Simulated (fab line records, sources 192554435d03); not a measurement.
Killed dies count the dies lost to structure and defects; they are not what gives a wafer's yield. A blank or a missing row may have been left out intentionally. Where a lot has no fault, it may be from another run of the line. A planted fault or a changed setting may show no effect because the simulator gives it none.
Split-lot study | flow n5_finfet | 39 wafers read across 7 lots, on a route 1938 steps long

## THE SPLIT
At N5_BEOL_M8_ILD_DEP_00 (deposits SiCOH lowk from DEMS/porogen, target thk 179.75 nm, time 33.4 s), the setting time_s was moved away from the recipe's 33.4 s on 18 of the 39 wafers read, by -54.7% to +40.9%. For the rest of the wafers, this setting stayed at what the recipe calls for.

## SPLIT TO READING: what lies between them in the file, 1 step
- N5_BEOL_M8_CURE_74: cures SiCOH lowk, time 240 s

## THE READING
M8_ILD_THK, in nm, at N5_BEOL_M8_THK_MEAS_01. Fault-free wafers of this fab line usually give 155.7 nm, standard deviation 1.9 nm.

wafer  | tool, chamber at the split | time_s as run, s | against the recipe | M8_ILD_THK, nm | against lot-mates on the recipe
L075.1 | pecvd-04, 1                | 33.4             | recipe             | 152.4          | -
L075.2 | pecvd-04, 2                | 45.68            | +36.8%             | 211.2          | +57.0
L075.3 | pecvd-04, 0                | 33.4             | recipe             | 153.3          | -
L075.4 | pecvd-04, 0                | 45.68            | +36.8%             | 213.6          | +59.4
L075.5 | pecvd-04, 1                | 45.68            | +36.8%             | 209.2          | +55.0
L075.6 | pecvd-04, 2                | 33.4             | recipe             | 156.9          | -
L079.1 | pecvd-04, 1                | 33.4             | recipe             | 155.1          | -
L079.2 | pecvd-04, 2                | 21.98            | -34.2%             | 102.5          | -53.1
L079.3 | pecvd-04, 0                | 33.4             | recipe             | 154.9          | -
L079.4 | pecvd-04, 1                | 33.4             | recipe             | 156.8          | -
L079.5 | pecvd-04, 0                | 21.98            | -34.2%             | 103.5          | -52.1
L079.6 | pecvd-04, 2                | 21.98            | -34.2%             | 103.6          | -52.0
L084.1 | pecvd-04, 0                | 33.4             | recipe             | 155.4          | -
L084.2 | pecvd-04, 1                | 33.4             | recipe             | 156.4          | -
L084.3 | pecvd-04, 2                | 46.04            | +37.8%             | 213.5          | +57.0
L084.4 | pecvd-04, 1                | 46.04            | +37.8%             | 215.6          | +59.1
L084.5 | pecvd-04, 2                | 46.04            | +37.8%             | 218.0          | +61.5
L084.6 | pecvd-04, 0                | 33.4             | recipe             | 157.6          | -
L085.2 | pecvd-03, 1                | 33.4             | recipe             | 150.8          | -
L085.4 | pecvd-03, 1,0              | 33.4             | recipe             | 153.5          | -
L085.6 | pecvd-03, 1,0              | 33.4             | recipe             | 153.5          | -
L092.1 | pecvd-03, 0                | 15.12            | -54.7%             | 70.0           | -83.7
L092.2 | pecvd-03, 1                | 33.4             | recipe             | 152.7          | -
L092.3 | pecvd-03, 2                | 33.4             | recipe             | 153.7          | -
L092.4 | pecvd-03, 0                | 15.12            | -54.7%             | 71.4           | -82.3
L092.5 | pecvd-03, 1                | 33.4             | recipe             | 154.7          | -
L092.6 | pecvd-03, 2                | 15.12            | -54.7%             | 70.3           | -83.4
L096.1 | pecvd-03, 2                | 47.05            | +40.9%             | 215.2          | +59.6
L096.2 | pecvd-03, 1                | 33.4             | recipe             | 155.2          | -
L096.3 | pecvd-03, 0                | 33.4             | recipe             | 154.7          | -
L096.4 | pecvd-03, 2                | 47.05            | +40.9%             | 219.6          | +64.0
L096.5 | pecvd-03, 1                | 33.4             | recipe             | 157.0          | -
L096.6 | pecvd-03, 0                | 47.05            | +40.9%             | 219.2          | +63.6
L097.1 | pecvd-03, 0                | 33.4             | recipe             | 152.8          | -
L097.2 | pecvd-03, 2                | 39.49            | +18.2%             | 178.9          | +23.7
L097.3 | pecvd-03, 1                | 39.49            | +18.2%             | 181.8          | +26.6
L097.4 | pecvd-03, 2                | 39.49            | +18.2%             | 183.3          | +28.1
L097.5 | pecvd-03, 1                | 33.4             | recipe             | 157.1          | -
L097.6 | pecvd-03, 0                | 33.4             | recipe             | 155.6          | -
When a row names more than one chamber, that row covers several wafers, and the file does not tell which wafer ran in which chamber.

THE FIT
A straight line over all 39 wafers: M8_ILD_THK changes by +1.54 nm for each +1% of time_s; r = +1.00; the points scatter about the line by 2 nm.
The same after taking each lot's own level away (the mean of its wafers on the recipe; 39 wafers): +1.53 nm for each +1%; r = +1.00; scatter 1.6 nm.
Per that fit: largest time_s move, reading shift of 84 nm.
The span of the lots' own levels, 152.60 to 156.47 nm, comes to 2.0 times the standard deviation stated above.
The two slopes are in agreement: the lot-to-lot level therefore moves the slope only a little.
Check: with one of the wafers moved furthest among these (-54.7%) left out of the fit, the line predicts -83.8 nm for it against its lot-mates. It came out at -83.7 nm against them.

## THE WHOLE CHAIN: every reading that the file lists as answering this split, in the file's order
step                   | what it does                                                             | reading                                                                                  | change (the file's fit)              | r (the file's)
N5_BEOL_M8_ILD_DEP_00  | deposits SiCOH lowk from DEMS/porogen, target thk 179.75 nm, time 33.4 s | SiCOH_lowk_of_BEOL_M8_ILD_DEP_00.thk_nm (the simulator's own value, which no gauge read) | +1.76 nm for each +1% of the setting | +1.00
N5_BEOL_M8_CURE_74     | cures SiCOH lowk, time 240 s                                             | SiCOH_lowk_of_BEOL_M8_ILD_DEP_00.thk_nm (the simulator's own value, which no gauge read) | +1.53 nm for each +1% of the setting | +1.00
N5_BEOL_M8_THK_MEAS_01 |                                                                          | M8_ILD_THK                                                                               | +1.53 for each +1% of the setting    | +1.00

## FILE'S OWN FIT
M8_ILD_THK changes by +1.53 nm for each +1% of time_s, r = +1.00.
